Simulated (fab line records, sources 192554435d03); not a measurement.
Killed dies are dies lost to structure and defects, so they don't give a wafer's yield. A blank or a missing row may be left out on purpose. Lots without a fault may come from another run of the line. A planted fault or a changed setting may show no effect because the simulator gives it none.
Split-lot experiment | flow n5_finfet | 7 lots, 39 wafers read, on a route of 1938 steps

THE SPLIT
At N5_BEOL_M9_VIA_ETCH_34 (etches SiCOH lowk in C4F6/O2, target depth 182.4 nm, time 68.4 s), the setting target_depth_a was moved away from the recipe's 1824 angstrom on 15 of the 39 wafers read, by -36.7% to +56.0%. The other wafers ran this setting at the recipe's value.

The reading is taken at the split's own step.

THE READING
SOC_of_BEOL_M9_COAT_63.thk_nm (the simulator's own value, which no gauge read), in nm, at N5_BEOL_M9_VIA_ETCH_34 (etches SiCOH lowk in C4F6/O2, target depth 182.4 nm, time 68.4 s). The file gives no usual value for it. The 24 wafers here that ran the recipe average 51.0 nm, standard deviation 0.15 nm.

wafer  | tool, chamber at the split | target_depth_a as run, angstrom | against the recipe | SOC_of_BEOL_M9_COAT_63.thk_nm, nm | against lot-mates on the recipe
L074.1 | rie_diel-01, 2             | 1824                            | recipe             | 51                                | -
L074.3 | rie_diel-01, 0             | 1824                            | recipe             | 50.8                              | -
L074.6 | rie_diel-01, 2             | 1824                            | recipe             | 51                                | -
L080.1 | rie_diel-03, 3             | 2846                            | +56.0%             | 46                                | -4.9
L080.2 | rie_diel-03, 2             | 2846                            | +56.0%             | 45.8                              | -5.1
L080.3 | rie_diel-03, 0             | 1824                            | recipe             | 51                                | -
L080.4 | rie_diel-03, 3             | 2846                            | +56.0%             | 46                                | -4.9
L080.5 | rie_diel-03, 0             | 1824                            | recipe             | 51                                | -
L080.6 | rie_diel-03, 2             | 1824                            | recipe             | 50.8                              | -
L087.1 | rie_diel-01, 1             | 1824                            | recipe             | 51.2                              | -
L087.2 | rie_diel-01, 3             | 1824                            | recipe             | 51                                | -
L087.3 | rie_diel-01, 2             | 2578                            | +41.3%             | 47.6                              | -3.5
L087.4 | rie_diel-01, 0             | 2578                            | +41.3%             | 47.6                              | -3.5
L087.5 | rie_diel-01, 2             | 2578                            | +41.3%             | 47.6                              | -3.5
L087.6 | rie_diel-01, 3             | 1824                            | recipe             | 51.2                              | -
L092.1 | rie_diel-03, 0             | 1824                            | recipe             | 51                                | -
L092.2 | rie_diel-03, 1             | 1824                            | recipe             | 51                                | -
L092.3 | rie_diel-03, 2             | 1824                            | recipe             | 50.8                              | -
L092.4 | rie_diel-03, 3             | 1824                            | recipe             | 51.2                              | -
L092.5 | rie_diel-03, 3             | 1824                            | recipe             | 51                                | -
L092.6 | rie_diel-03, 2             | 1824                            | recipe             | 50.8                              | -
L094.1 | rie_diel-01, 3             | 1824                            | recipe             | 50.8                              | -
L094.2 | rie_diel-01, 2             | 1318                            | -27.7%             | 53.4                              | +2.3
L094.3 | rie_diel-01, 1             | 1824                            | recipe             | 51.2                              | -
L094.4 | rie_diel-01, 0             | 1318                            | -27.7%             | 53.6                              | +2.5
L094.5 | rie_diel-01, 0             | 1318                            | -27.7%             | 53.6                              | +2.5
L094.6 | rie_diel-01, 1             | 1824                            | recipe             | 51.2                              | -
L093.1 | rie_diel-01, 0             | 1824                            | recipe             | 50.8                              | -
L093.2 | rie_diel-01, 2             | 1824                            | recipe             | 51                                | -
L093.3 | rie_diel-01, 1             | 1824                            | recipe             | 51                                | -
L093.4 | rie_diel-01, 3             | 1155                            | -36.7%             | 54.2                              | +3.3
L093.5 | rie_diel-01, 1             | 1155                            | -36.7%             | 54.4                              | +3.5
L093.6 | rie_diel-01, 2             | 1155                            | -36.7%             | 54.4                              | +3.5
L082.1 | rie_diel-06, 1             | 1824                            | recipe             | 51.2                              | -
L082.2 | rie_diel-06, 0             | 1824                            | recipe             | 51.2                              | -
L082.3 | rie_diel-06, 3             | 2731                            | +49.7%             | 46.4                              | -4.7
L082.4 | rie_diel-06, 2             | 2731                            | +49.7%             | 46.8                              | -4.3
L082.5 | rie_diel-06, 2             | 2731                            | +49.7%             | 46.6                              | -4.5
L082.6 | rie_diel-06, 3             | 1824                            | recipe             | 51                                | -

THE FIT
A straight line over all 39 wafers: SOC_of_BEOL_M9_COAT_63.thk_nm changes by -0.0889 nm for each +1% of target_depth_a; r = -1.00; the points scatter about the line by 0.16 nm.
The same after taking each lot's own level away (the mean of its wafers on the recipe; 39 wafers): -0.0897 nm for each +1%; r = -1.00; scatter 0.13 nm.
On that fit, the largest move of target_depth_a shifts the reading by 5 nm.
The lots' own levels span 50.93 to 51.13 nm, that is 1.4 times the standard deviation above.
So the lot-to-lot level changes the slope little: the two slopes agree.
Check: with one of the wafers moved furthest among these (+56.0%) left out of the fit, the line predicts -5.02 nm for it against its lot-mates. It came out at -4.93 nm against them.

THE WHOLE CHAIN: every reading that the file lists as answering this split, in the file's order
step                   | what it does                                                     | reading                                                                        | change (the file's fit)                | r (the file's)
N5_BEOL_M9_VIA_ETCH_34 | etches SiCOH lowk in C4F6/O2, target depth 182.4 nm, time 68.4 s | etch.depth_nm (the simulator's own value, which no gauge read)                 | +1.8 nm for each +1% of the setting    | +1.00
N5_BEOL_M9_VIA_ETCH_34 | etches SiCOH lowk in C4F6/O2, target depth 182.4 nm, time 68.4 s | SOC_of_BEOL_M9_COAT_63.thk_nm (the simulator's own value, which no gauge read) | -0.0895 nm for each +1% of the setting | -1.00

THE FILE'S OWN FIT
SOC_of_BEOL_M9_COAT_63.thk_nm changes by -0.0895 nm for each +1% of target_depth_a, r = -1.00.
